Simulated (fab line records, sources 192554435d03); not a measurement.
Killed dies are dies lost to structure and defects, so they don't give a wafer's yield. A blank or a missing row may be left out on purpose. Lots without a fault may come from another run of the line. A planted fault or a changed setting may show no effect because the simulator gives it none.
Chamber matching | flow n5_finfet | N5_BEOL_M11_PECVD_70 on pecvd-01: 3 sister chambers
The step deposits SiO2 from TEOS/O2, target thk 20 nm, time 22.7 s. 6 wafers are shown with their chamber, then 8 later ones without.

WAFERS WITH THEIR CHAMBER
wafer  | chamber | throttle_valve_pct (%) | showerhead_plenum_p_Torr (Torr)
L086.5 | 1       | 26.1                   | 8.93
L087.4 | 2       | 22.2                   | 8.77
L088.1 | 2       | 22.3                   | 8.76
L088.3 | 0       | 22.5                   | 8.70
L088.6 | 0       | 22.4                   | 8.70
L093.1 | 1       | 26.2                   | 8.89

WAFERS WITHOUT THEIR CHAMBER
wafer  | throttle_valve_pct (%) | showerhead_plenum_p_Torr (Torr)
L093.5 | 22.4                   | 8.71
L093.6 | 26.2                   | 8.91
L095.1 | 22.4                   | 8.78
L095.3 | 26.1                   | 8.94
L095.5 | 22.0                   | 8.76
L097.2 | 22.1                   | 8.76
L097.3 | 22.5                   | 8.68
L097.4 | 22.5                   | 8.66

WHICH CHAMBER EACH WENT THROUGH
wafer  | from the rows above | in truth
L093.5 | 0                   | 0
L093.6 | 1                   | 1
L095.1 | 2                   | 2
L095.3 | 1                   | 1
L095.5 | 2                   | 2
L097.2 | 2                   | 2
L097.3 | 0                   | 0
L097.4 | 0                   | 0
Placed correctly: 8 of 8. Can't be placed from these rows: 0. Placed wrongly: 0.
How it was worked out, from the rows above alone: a wafer's distance from a chamber is the root of the sum, over the readings, of the square of ((its reading less the chamber's mean) divided by the reading's scatter). The wafer belongs to the nearest chamber; if the next one is less than 2 further off, it can't be placed. A chamber's mean is the mean of its shown wafers. The scatter: the root of (the sum of the squares of (reading less its chamber's mean) over the shown wafers, divided by (wafers less chambers)).
